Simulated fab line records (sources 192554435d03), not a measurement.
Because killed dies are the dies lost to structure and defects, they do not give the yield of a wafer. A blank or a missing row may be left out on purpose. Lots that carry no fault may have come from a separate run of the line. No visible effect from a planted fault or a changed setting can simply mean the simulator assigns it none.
fab line records	flow n5_finfet
record: lots: 6	wafers: 18	last_day: 20
route steps=1938 shown BEOL_M4@1052
lots that met no fault: from a run of the same line without faults
start_h: the number of hours between the record's first day and the start of the first shown wafer of the lot	wait_h: time in hours since the lot's previous step	" unchanged from the row above	L1.1+2: several wafers, shown together as one row	- either no value or no given start	* or withheld: withheld	< > ~ a bound
route shown NAME@n: a module of which the file shows steps, and the number in the route of the first	usual: mean/standard deviation taken from wafers without a fault	same: alike in all rows	chamber/n: place in a boat	sites: per-site readings	_std_site: the values' standard deviation	_edge_site: inner sites' mean taken away from outer sites' mean	radius_mm: for every site, how far away it sits from the centre of the wafer	mask NAME#n: copy n	behind: the tool/chamber that last shaped the wafer	hold: the reason the lot was held/the length of the hold in hours/how it ended	device: the transistor (n, p or np) that didn't switch	end of line: tests run on the same wafers once the route is complete	a step without rows: its recipe alone	killed: not the wafer's yield, but the dies lost to structure and defects at the first sort	map: dies across one wafer; x = killed, . = not, _ = none there
set.NAME: the run value of the setting; set.NAME@STEP: its run value at that earlier step	model.NAME: the simulator's own value behind a step, which no gauge read
lots at selected steps of the route; one table per step, one row per wafer
services: the hour from which a tool's chamber was out of use, counted from the record's first day as start_h (under 0 if before that day), plus the number of hours and why
== steps ==
step: N5_BEOL_M4_SOFTBAKE_23
recipe: temp_c: 110	time_s: 60	resist: CAR-EUV
step: N5_BEOL_M4_EXPOSE_25
recipe: mask_id: V3	na: 0.33	source_shape: quasar	sigma_inner: 0.2	sigma_outer: 0.8	polarization: unpolarized	defocus_nm: 5	dose_mj: 63
step: N5_BEOL_M4_PEB_26
recipe: peb_temp_c: 100	peb_time_s: 60	resist: CAR-EUV
step: N5_BEOL_M4_DEVELOP_27
recipe: develop_time_s: 30	developer: TMAH	resist: CAR-EUV	rinse_liquid: surfactant_rinse	dry: air_spin	dev_temp_c: 23
step: N5_BEOL_M4_CD_MEAS_28
recipe: target_cd_nm: 26.2	landing_energy_ev: 500	detector: se_inlens	target_cd_y_nm: 24.1	polarity: opening
usual: cd_nm: 26.14/0.24
lot.wafer	tool	chamber	start_h	wait_h	cd_nm
L811.2	cd_sem-01	0	243.59	-	25.98
L811.4	"	0	"	"	25.81
L811.5	"	0	"	"	25.61
L813.2	cd_sem-02	0	255.19	-	25.99
L813.3	"	0	"	"	26.16
L813.5	"	0	"	"	26.48
L814.3	cd_sem-02	0	258.42	-	26.32
L814.5	"	0	"	"	26.47
L814.6	"	0	"	"	26.25
L825.3	cd_sem-03	0	352.07	-	26.37
L825.5	"	0	"	"	26.18
L825.6	"	0	"	"	25.69
L824.2	cd_sem-01	0	354.91	-	26.01
L824.3	"	0	"	"	26.31
L824.6	"	0	"	"	26.20
L827.1	cd_sem-02	0	356.15	-	26.16
L827.2	"	0	"	"	26.06
L827.3	"	0	"	"	26.29
step: N5_BEOL_M4_OVL_MEAS_29
recipe: points_per_wafer: 522
usual: V3_OVL: -0.2/0.64
lot.wafer	tool	chamber	start_h	wait_h	V3_OVL[nm]
L811.2	overlay-02	0	243.62	0.0	0.1
L811.4	"	0	"	"	-0.6
L811.5	"	0	"	"	0.5
L813.2	overlay-02	0	255.22	0.0	-1.2
L813.3	"	0	"	"	-0.7
L813.5	"	0	"	"	0.1
L814.3	overlay-02	0	258.46	0.0	1.2
L814.5	"	0	"	"	0.7
L814.6	"	0	"	"	0.8
L825.3	overlay-02	0	352.11	0.0	-1.2
L825.5	"	0	"	"	-0.4
L825.6	"	0	"	"	-0.2
L824.2	overlay-02	0	354.95	0.0	-0.1
L824.3	"	0	"	"	0.2
L824.6	"	0	"	"	0.3
L827.1	overlay-02	0	356.18	0.0	-1.4
L827.2	"	0	"	"	0.0
L827.3	"	0	"	"	-1.4
step: N5_BEOL_M4_INSPECT_30
recipe: mode: adi	inspect_instrument: brightfield
usual: raw_defect_count: 409/85
lot.wafer	tool	chamber	start_h	wait_h	raw_defect_count
L811.2	defect_inspect-01	-	243.68	0.0	567
L811.4	"	-	"	"	531
L811.5	"	-	"	"	489
L813.2	defect_inspect-01	-	255.28	0.0	355
L813.3	"	-	"	"	426
L813.5	"	-	"	"	360
L814.3	defect_inspect-01	-	258.50	0.0	396
L814.5	"	-	"	"	451
L814.6	"	-	"	"	578
L825.3	defect_inspect-02	-	352.16	0.0	366
L825.5	"	-	"	"	403
L825.6	"	-	"	"	475
L824.2	defect_inspect-01	-	355.00	0.0	358
L824.3	"	-	"	"	284
L824.6	"	-	"	"	466
L827.1	defect_inspect-02	-	356.24	0.1	364
L827.2	"	-	"	"	378
L827.3	"	-	"	"	448
step: N5_BEOL_M4_DESCUM_33
recipe: chemistry: O2	time_s: 7	source_power_w: 50	bias_power_w: 20	pressure_mtorr: 20	rf_frequency_hz: 2.712e+07	temp_c: 40	resist: CAR-EUV	o2_flow_sccm: 225
usual: drypump_motor_current_A: 5.8/0.44	oes_product_au: 0.78/0.068	rf_vpp_V: 243.7/1.2	showerhead_plenum_p_Torr: 2.13/0.055	throttle_valve_pct: 20.47/0.24
same: time_s: 7
lot.wafer	tool	chamber	start_h	wait_h	drypump_motor_current_A	oes_product_au	rf_hours_counter_h	rf_vpp_V	showerhead_plenum_p_Torr	throttle_valve_pct
L811.2	rie_diel-06	2	243.85	0.2	5.1	0.72	188	243.8	2.18	20.35
L811.4	"	0	"	"	6.0	0.72	199	242.6	2.07	20.65
L811.5	"	0	"	"	6.0	0.73	-	244.7	2.07	20.67
L813.2	rie_diel-06	2	255.32	0.0	5.1	0.73	190	244.5	2.18	20.36
L813.3	"	0	"	"	6.0	0.73	202	243.8	2.07	20.67
L813.5	"	0	"	"	6.0	0.73	-	243.0	2.07	20.67
L814.3	rie_diel-06	2	258.54	0.0	5.1	0.73	191	243.7	2.18	20.35
L814.5	"	2	"	"	5.1	0.73	-	245.5	2.18	20.36
L814.6	"	1	"	"	5.7	0.82	-	243.2	2.11	20.49
L825.3	rie_diel-06	0	352.19	0.0	5.9	0.70	241	241.9	2.06	20.72
L825.5	"	1	"	"	5.7	0.79	-	243.0	2.10	20.52
L825.6	"	0	"	"	5.9	0.70	-	241.9	2.06	20.73
L824.2	rie_diel-04	3	355.03	0.0	6.5	0.70	236	243.2	2.16	20.35
L824.3	"	0	"	"	6.4	0.83	71	245.4	2.20	20.34
L824.6	"	3	"	"	6.5	0.70	-	244.6	2.16	20.34
L827.1	rie_diel-04	1	356.27	0.0	5.3	0.74	158	242.9	2.08	20.20
L827.2	"	2	"	"	5.5	0.94	8	244.1	2.14	20.64
L827.3	"	3	"	"	6.5	0.71	236	244.4	2.16	20.33
step: N5_BEOL_M4_ETCH_77
recipe: chemistry: N2/H2	target: underlayer	target_depth_a: 65	mask_material: CAR-EUV	time_s: 5.2	ion_energy_ev: 200	pressure_mtorr: 30	source_w: 840	bias_w: 150	n2_flow_sccm: 200	h2_flow_sccm: 200	ends: cleared
usual: drypump_motor_current_A: 5.8/0.44	etch_rf_on_time_s: 5.19/0.062	oes_product_au: 0.66/0.059	rf_vpp_V: 525.3/2.1	showerhead_plenum_p_Torr: 2.59/0.068	throttle_valve_pct: 17.90/0.27
lot.wafer	tool	chamber	start_h	wait_h	drypump_motor_current_A	etch_rf_on_time_s	oes_product_au	rf_hours_counter_h	rf_vpp_V	showerhead_plenum_p_Torr	throttle_valve_pct
L811.2	rie_diel-06	2	243.88	0.0	5.1	5.05	0.63	188	526.6	2.64	17.84
L811.4	"	0	"	"	5.9	5.19	0.63	199	523.7	2.52	18.14
L811.5	"	0	"	"	5.9	5.21	0.62	-	525.5	2.51	18.12
L813.2	rie_diel-06	2	255.35	0.0	5.1	5.16	0.62	190	525.9	2.64	17.84
L813.3	"	0	"	"	6.0	5.21	0.62	202	522.6	2.51	18.12
L813.5	"	0	"	"	5.9	5.23	0.63	-	524.5	2.51	18.12
L814.3	rie_diel-06	2	258.57	0.0	5.1	5.20	0.61	191	524.9	2.64	17.83
L814.5	"	2	"	"	5.1	5.18	0.62	-	525.1	2.64	17.86
L814.6	"	1	"	"	5.7	5.23	0.70	-	527.7	2.57	17.88
L825.3	rie_diel-06	0	352.23	0.0	5.9	5.23	0.59	241	521.8	2.50	18.20
L825.5	"	1	"	"	5.7	5.11	0.68	-	522.2	2.55	17.96
L825.6	"	0	"	"	6.0	5.22	0.58	-	524.1	2.50	18.22
L824.2	rie_diel-04	3	355.07	0.0	6.5	5.24	0.61	236	525.2	2.61	17.70
L824.3	"	0	"	"	6.4	5.17	0.72	71	530.3	2.69	17.81
L824.6	"	3	"	"	6.5	5.26	0.60	-	523.4	2.61	17.69
L827.1	rie_diel-04	1	356.31	0.0	5.3	5.34	0.63	158	525.0	2.53	17.58
L827.2	"	2	"	"	5.4	5.09	0.81	8	526.4	2.60	18.08
L827.3	"	3	"	"	6.5	5.30	0.61	236	525.1	2.61	17.71
step: N5_BEOL_M4_ETCH_69
recipe: chemistry: CF4	target: SiARC	target_depth_a: 156	mask_material: CAR-EUV	time_s: 26	ion_energy_ev: 80	pressure_mtorr: 40	source_w: 545	bias_w: 36	Ar_flow_sccm: 100	cf4_flow_sccm: 100	ends: cleared
usual: drypump_motor_current_A: 5.8/0.44	etch_rf_on_time_s: 25.87/0.28	oes_product_au: 0.66/0.058	rf_vpp_V: 184.6/1	showerhead_plenum_p_Torr: 2.18/0.052	throttle_valve_pct: 15.66/0.22
lot.wafer	tool	chamber	start_h	wait_h	drypump_motor_current_A	etch_rf_on_time_s	oes_product_au	rf_hours_counter_h	rf_vpp_V	showerhead_plenum_p_Torr	throttle_valve_pct
L811.2	rie_diel-06	2	243.90	0.0	5.0	25.61	0.62	188	187.0	2.22	15.56
L811.4	"	0	"	"	6.0	26.09	0.62	199	183.0	2.12	15.85
L811.5	"	0	"	"	6.0	25.90	0.62	-	184.9	2.12	15.86
L813.2	rie_diel-06	2	255.37	0.0	5.0	25.43	0.63	190	184.4	2.22	15.56
L813.3	"	0	"	"	6.0	25.80	0.63	202	183.2	2.12	15.87
L813.5	"	0	"	"	5.9	25.83	0.62	-	183.8	2.12	15.85
L814.3	rie_diel-06	2	258.59	0.0	5.1	25.77	0.62	191	184.6	2.22	15.58
L814.5	"	2	"	"	5.1	25.75	0.62	-	185.6	2.22	15.58
L814.6	"	1	"	"	5.7	26.16	0.70	-	184.3	2.16	15.65
L825.3	rie_diel-06	0	352.24	0.0	5.9	26.02	0.60	241	184.0	2.11	15.95
L825.5	"	1	"	"	5.7	25.69	0.67	-	185.7	2.15	15.71
L825.6	"	0	"	"	6.0	26.11	0.60	-	184.3	2.11	15.95
L824.2	rie_diel-04	3	355.08	0.0	6.5	26.37	0.61	236	186.0	2.20	15.57
L824.3	"	0	"	"	6.4	25.95	0.71	71	186.8	2.25	15.58
L824.6	"	3	"	"	6.5	26.53	0.60	-	184.8	2.20	15.56
L827.1	rie_diel-04	1	356.32	0.0	5.3	26.27	0.63	158	184.2	2.13	15.45
L827.2	"	2	"	"	5.4	25.83	0.80	8	184.8	2.18	15.70
L827.3	"	3	"	"	6.5	26.27	0.60	236	185.0	2.20	15.59
step: N5_BEOL_M4_ALD_98
recipe: material: SiO2	target_thk_a: 25	temp_c: 100	ald_precursor_family: BDEAS	ald_co_reactant: O2-plasma	pulse_time_s: 1	co_reactant_pulse_time_s: 1	purge_time_s: 2	co_reactant_purge_time_s: 2	ald_cycles: 17	pressure_torr: 2
usual: heater_power_w: 79/9.2	precursor_pulse_height_rel: 0.998/0.02
lot.wafer	tool	chamber	start_h	wait_h	heater_power_w	precursor_pulse_height_rel
L811.2	ald_sin-01	1	243.98	0.1	77	0.989
L811.4	"	3	"	"	72	0.991
L811.5	"	1	"	"	76	0.980
L813.2	ald_sin-03	3	255.81	0.4	67	0.996
L813.3	"	2	"	"	97	1.026
L813.5	"	3	"	"	67	1.022
L814.3	ald_sin-03	1	259.45	0.8	78	0.983
L814.5	"	1	"	"	80	1.014
L814.6	"	2	"	"	98	0.992
L825.3	ald_sin-03	2	352.33	0.1	101	1.015
L825.5	"	1	"	"	77	1.018
L825.6	"	2	"	"	97	1.006
L824.2	ald_sin-01	1	355.37	0.3	76	1.028
L824.3	"	3	"	"	70	0.986
L824.6	"	2	"	"	91	1.037
L827.1	ald_sin-01	1	356.88	0.5	79	1.021
L827.2	"	0	"	"	87	0.994
L827.3	"	3	"	"	72	1.012
step: N5_BEOL_M4_ETCHBACK_99
recipe: chemistry: CHF3	target: SiO2	target_depth_a: 50	time_s: 10.4	source_w: 215	bias_w: 47	Ar_flow_sccm: 200	CHF3_flow_sccm: 12	ion_energy_ev: 100	pressure_mtorr: 30
usual: drypump_motor_current_A: 5.8/0.42	oes_product_au: 0.77/0.058	rf_vpp_V: 241/3.1	showerhead_plenum_p_Torr: 2.18/0.056	throttle_valve_pct: 17.12/0.19
same: time_s: 10.4
lot.wafer	tool	chamber	start_h	wait_h	drypump_motor_current_A	oes_product_au	rf_hours_counter_h	rf_vpp_V	showerhead_plenum_p_Torr	throttle_valve_pct
L811.2	rie_diel-01	2	247.26	3.2	6.2	0.84	80	239	2.09	17.22
L811.4	"	3	"	"	5.6	0.76	152	242	2.16	17.28
L811.5	"	2	"	"	6.2	0.83	-	238	2.09	17.21
L813.2	rie_diel-06	1	260.49	4.6	5.7	0.82	84	247	2.17	17.11
L813.3	"	2	"	"	5.1	0.72	192	245	2.23	16.98
L813.5	"	0	"	"	6.0	0.72	-	235	2.12	17.28
L814.3	rie_diel-06	0	260.96	1.5	5.9	0.72	204	236	2.12	17.27
L814.5	"	1	"	"	5.7	0.82	-	244	2.17	17.09
L814.6	"	2	"	"	5.1	0.72	-	243	2.23	17.00
L825.3	rie_diel-01	1	357.04	4.7	5.8	0.76	139	242	2.16	17.11
L825.5	"	2	"	"	6.3	0.77	-	240	2.08	17.29
L825.6	"	3	"	"	5.6	0.71	-	241	2.15	17.35
L824.2	rie_diel-01	1	360.01	4.6	5.8	0.76	140	241	2.16	17.13
L824.3	"	0	"	"	5.7	0.78	120	246	2.25	17.15
L824.6	"	2	"	"	6.2	0.78	-	240	2.08	17.30
L827.1	rie_diel-04	3	362.92	6.0	6.5	0.71	238	246	2.21	16.99
L827.2	"	0	"	"	6.4	0.83	73	239	2.27	17.03
L827.3	"	2	"	"	5.4	0.93	10	243	2.19	17.19
step: N5_BEOL_M4_ETCH_70
recipe: chemistry: N2/H2	target: SOC	target_depth_a: 800	overetch_a: 240	mask_material: SiARC	temp_c: 40	time_s: 130	ion_energy_ev: 200	pressure_mtorr: 30	source_w: 840	bias_w: 150	n2_flow_sccm: 200	h2_flow_sccm: 200
usual: drypump_motor_current_A: 5.8/0.42	oes_product_au: 0.57/0.04	rf_vpp_V: 524.9/2.1	showerhead_plenum_p_Torr: 2.57/0.071	temp_c: 40.00/0.11	throttle_valve_pct: 17.86/0.22
same: time_s: 130
lot.wafer	tool	chamber	start_h	wait_h	drypump_motor_current_A	oes_product_au	rf_hours_counter_h	rf_vpp_V	showerhead_plenum_p_Torr	temp_c	throttle_valve_pct
L811.2	rie_diel-01	2	247.29	0.0	6.2	0.60	80	521.4	2.47	40.06	17.88
L811.4	"	3	"	"	5.6	0.55	152	523.3	2.54	39.89	17.97
L811.5	"	2	"	"	6.2	0.61	-	521.2	2.47	40.03	17.90
L813.2	rie_diel-06	1	260.53	0.0	5.7	0.60	84	524.8	2.57	39.89	17.84
L813.3	"	2	"	"	5.1	0.53	192	526.8	2.64	40.11	17.80
L813.5	"	0	"	"	6.0	0.53	-	523.8	2.51	40.20	18.09
L814.3	rie_diel-06	0	261.00	0.0	6.0	0.53	204	523.2	2.51	40.01	18.10
L814.5	"	1	"	"	5.7	0.61	-	525.4	2.57	40.00	17.84
L814.6	"	2	"	"	5.1	0.53	-	527.5	2.64	39.99	17.81
L825.3	rie_diel-01	1	357.08	0.0	5.8	0.56	139	525.0	2.55	37.25	17.87
L825.5	"	2	"	"	6.3	0.57	-	519.7	2.45	40.06	17.97
L825.6	"	3	"	"	5.6	0.54	-	522.8	2.52	40.18	18.03
L824.2	rie_diel-01	1	360.05	0.0	5.7	0.57	140	524.2	2.55	37.20	17.87
L824.3	"	0	"	"	5.7	0.58	120	526.7	2.66	39.99	17.96
L824.6	"	2	"	"	6.3	0.57	-	521.1	2.45	40.02	17.97
L827.1	rie_diel-04	3	362.96	0.0	6.5	0.52	238	526.1	2.61	39.92	17.65
L827.2	"	0	"	"	6.4	0.61	73	528.9	2.69	39.91	17.76
L827.3	"	2	"	"	5.5	0.69	10	525.6	2.60	40.02	18.03
step: N5_BEOL_M4_STRIP_71
recipe: chemistry: N2/H2	temp_c: 40	n2_flow_sccm: 200	h2_flow_sccm: 200	rf_frequency_hz: 6e+07
step: N5_BEOL_M4_RC_MEAS_101
usual: DIBL_N: 36.5/1.2	DIBL_P: 36.5/1.6	IOFF_N: 0.162/0.023	IOFF_P: 0.221/0.03	ION_N: 678/8	ION_P: 466/6.3	SS_N: 71.6/0.46	SS_P: 73.3/0.57	VT_N: 249.2/2.6	VT_P: -249/3.3
lot.wafer	tool	chamber	start_h	wait_h	DIBL_N[mV/V]	DIBL_P[mV/V]	IOFF_N[nA/um]	IOFF_P[nA/um]	ION_N[uA/um]	ION_P[uA/um]	SS_N[mV/dec]	SS_P[mV/dec]	VT_N[mV]	VT_P[mV]
L811.2	prober-02	0	254.99	0.2	36.7	37.4	0.147	0.180	676	458	71.2	73.0	253.0	-254
L811.4	"	0	"	"	36.0	37.2	0.143	0.176	666	454	70.7	74.2	252.7	-256
L811.5	"	0	"	"	36.7	38.4	0.163	0.199	678	465	71.6	73.3	248.5	-251
L813.2	prober-02	0	265.45	0.2	35.8	33.9	0.134	0.179	674	459	70.8	72.8	249.3	-253
L813.3	"	0	"	"	37.2	36.5	0.172	0.213	681	462	72.0	73.1	245.3	-249
L813.5	"	0	"	"	37.3	36.1	0.162	0.206	673	461	71.6	72.7	249.4	-252
L814.3	prober-01	0	266.31	0.3	38.2	38.9	0.199	0.260	687	467	71.7	74.9	245.0	-247
L814.5	"	0	"	"	37.3	37.8	0.168	0.229	671	458	71.9	73.2	252.6	-250
L814.6	"	0	"	"	36.4	37.0	0.165	0.218	676	468	71.7	73.2	248.3	-251
L825.3	prober-02	0	361.84	0.3	35.3	34.2	0.128	0.175	664	456	70.1	72.8	250.6	-257
L825.5	"	0	"	"	36.8	36.3	0.149	0.200	668	463	71.1	72.9	251.3	-252
L825.6	"	0	"	"	36.7	36.7	0.161	0.210	683	465	71.8	73.6	251.0	-253
L824.2	prober-01	0	364.69	0.2	38.4	36.8	0.175	0.215	679	463	72.2	73.7	247.2	-250
L824.3	"	0	"	"	36.3	34.5	0.132	0.182	666	456	71.5	73.0	251.7	-253
L824.6	"	0	"	"	36.9	35.7	0.151	0.199	680	465	71.8	73.7	248.9	-250
L827.1	prober-02	0	367.40	0.0	38.7	37.2	0.188	0.232	680	459	71.8	73.9	247.1	-250
L827.2	"	0	"	"	39.2	38.0	0.191	0.254	684	467	71.3	74.5	246.4	-248
L827.3	"	0	"	"	39.6	38.2	0.197	0.256	686	471	71.9	74.1	247.0	-246
== services ==
tool	chamber	start_h	hours	kind
ald_sin-03	2	222.71	13.7	repair
rie_diel-01	-	234.77	2.8	pm
ald_sin-03	-	238.71	0.5	repair
rie_diel-06	3	258.10	3.1	repair
rie_diel-04	3	260.32	20.8	repair
ald_sin-03	-	277.58	0.6	repair
ald_sin-01	2	294.15	11.1	repair
rie_diel-06	1	301.28	8.3	repair
rie_diel-06	-	310.71	2.8	pm
rie_diel-01	0	311.39	14.6	repair
rie_diel-04	2	317.65	-	clean
rie_diel-04	2	317.65	-	consumable_replace:focus_ring
rie_diel-04	2	317.65	19.5	scheduled_down
rie_diel-04	2	317.65	19.5	vent_cycle
rie_diel-01	1	323.83	2.3	repair
rie_diel-04	0	328.48	9.2	repair
ald_sin-01	3	330.62	4.3	repair
rie_diel-01	1	337.50	9.0	repair
ald_sin-03	0	345.85	2.2	repair
ald_sin-03	-	356.34	2.8	pm
== key ==
first_sign: step: N5_BEOL_M4_ETCH_70	reading: temp_c	direction: down	sigmas: 26	usual: *	struck: *
effect none on later readings
met_at N5_BEOL_M4_ETCH_70
struck_wafers L824.2,L825.3
fault: kind: process_parameter_drift	tool: rie_diel-01	chamber: 1	onset_h: 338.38	steps: N5_BEOL_M4_ETCH_70	channel: temp_c	offset: *	shape: step	end_h: 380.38	acts_in: *	stated: *
